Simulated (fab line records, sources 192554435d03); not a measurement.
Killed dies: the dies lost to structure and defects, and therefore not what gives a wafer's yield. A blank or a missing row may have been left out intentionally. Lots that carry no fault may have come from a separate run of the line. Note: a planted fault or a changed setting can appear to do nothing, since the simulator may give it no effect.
Problem report, 8D (eight disciplines) form, completed by code / flow n5_finfet / the parts of the form that need people (team, actions taken, sign-off) are left out

1. THE ISSUE
raw_defect_count at N5_FIN_SAQP_INSPECT_40 reads a mean of 806 on 4 wafers of 2 lots; wafers without a fault read 225 with a standard deviation of 68. Measured from the usual mean, that is +8.5 standard deviations.
The step: inspects for defects (brightfield).
First seen on wafer L458.4, day 5 10:08, on defect_inspect-01. At this step, 23 wafers from 8 lots have a number in the record. By rule, "out" or "out of limits" means more than 4 standard deviations away from the usual mean. Any other wafer with a number is counted as sound.

2. WHAT THIS IS AND IS NOT
question=which readings at this step | is=raw_defect_count | is not=-
question=which lots | is=L458, L460 | is not=L452, L456, L457, L459, L461, L467
question=which wafers of those lots | is=L458.4, L458.5, L460.1, L460.4 | is not=L458.1, L460.6
question=read on which gauges | is=defect_inspect-01 | is not=-
question=when | is=from day 5 10:08 | is not=up to then (9 sound wafers); but 10 sound wafers of L459, L460, L461, L467 came after

3. SUSPECTS, AND WHAT RULES EACH OUT
Counting: a tool at a process step up to the reading stays a suspect if it ran every lot that is out. Sound lots after the first of them don't rule it out here, since some wafers of a struck lot are sound.
- the gauge at N5_FIN_SAQP_INSPECT_40 has been ruled out. All the wafers that are out were read on defect_inspect-01, but those of them that N5_FIN_CUT_INSPECT_17 has rows for are out there too, on other tools.
- vapor_etch-02 at N5_FIN_SAQP_RECESS_75 (chemistry HF/NH3, target SiO2, target depth 14.4 nm, afs cycles 3, sublimation time 60 s): kept. It ran every lot that is out, first L458 (day 5 05:46); its last sound lot up to then is L457 (day 4 22:11).
- rie_diel-02 at N5_FIN_SAQP_STRIP_77 (strips in N2/H2, time 90 s): kept. It ran every lot that is out, first L458 (day 5 09:41); its last sound lot up to then is L452 (day 3 20:16).
- At N5_FIN_SAQP_RECESS_75 on vapor_etch-02, chamber 1 took the sound wafers of the same lots and chamber 0 took the wafers that are out.
The count leaves rie_diel-02 at N5_FIN_SAQP_STRIP_77 and vapor_etch-02 at N5_FIN_SAQP_RECESS_75.

4. THE CAUSE (what the simulator had put in)
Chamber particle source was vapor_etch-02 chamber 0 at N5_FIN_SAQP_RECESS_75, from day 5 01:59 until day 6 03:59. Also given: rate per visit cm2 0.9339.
This tool is one of the 2 suspects left after counting.

5. THE EFFECT CHAIN, in route order
Each row: a reading where the mean over the struck wafers with a number is more than 3 standard deviations away from the usual. Only readings for which the record gives a usual standard deviation are gone through. hours: the time from each lot's start at the first step in this table that gives one to its start at this step, as a median over the lots. sigmas: the change in usual standard deviations.
hours=0; step=N5_FIN_SAQP_INSPECT_40; reading=raw_defect_count; usual=225; on struck wafers=806; change=+581; sigmas=+8.5
hours=0; step=N5_FIN_CUT_INSPECT_10; reading=raw_defect_count; usual=43; on struck wafers=659; change=+616; sigmas=+56
hours=1; step=N5_FIN_CUT_INSPECT_17; reading=raw_defect_count; usual=228; on struck wafers=824; change=+596; sigmas=+9.6
hours=252; step=N5_PASSIVATION_PROBE_49; reading=defect_limited_yield; usual=91.2 %; on struck wafers=80.5; change=-10.7; sigmas=-6.7
hours=252; step=N5_PASSIVATION_PROBE_49; reading=killed_at_front_end; usual=37; on struck wafers=168; change=+131; sigmas=+13
hours=252; step=N5_PASSIVATION_PROBE_49; reading=killed_dies; usual=104; on struck wafers=230; change=+126; sigmas=+6.6
hours=252; step=N5_PASSIVATION_PROBE_49; reading=sort_bin_5_function; usual=5.1 %; on struck wafers=12.7; change=+7.6; sigmas=+7.6
hours=252; step=N5_PASSIVATION_PROBE_49; reading=sort_n_pass; usual=1076; on struck wafers=950; change=-126; sigmas=-6.6
hours=252; step=N5_PASSIVATION_PROBE_49; reading=sort_yield_pct; usual=91.2 %; on struck wafers=80.5; change=-10.7; sigmas=-6.7
Its process steps:
- N5_PASSIVATION_PROBE_49
Later steps that measure or inspect, where all struck wafers having a row at the step show a number for every such reading and not one has moved that far: N5_BEOL_M4_RC_MEAS_101.

6. WHAT WOULD HAVE CAUGHT IT SOONER
Counted from the fault's start at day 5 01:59, it took 8 hours until the first out-of-limits reading at a measuring or inspecting step in this record, taken at day 5 10:08.
Of the tool readings at N5_FIN_SAQP_RECESS_75 for which the record gives a usual standard deviation, none was out on any struck wafer, so an alarm limit of 4 standard deviations on them would not have fired.
Of the lots that are out (2), L460 began N5_FIN_SAQP_RECESS_75 on vapor_etch-02 after day 5 10:08. Had the tool been put on hold then, it would have been spared.
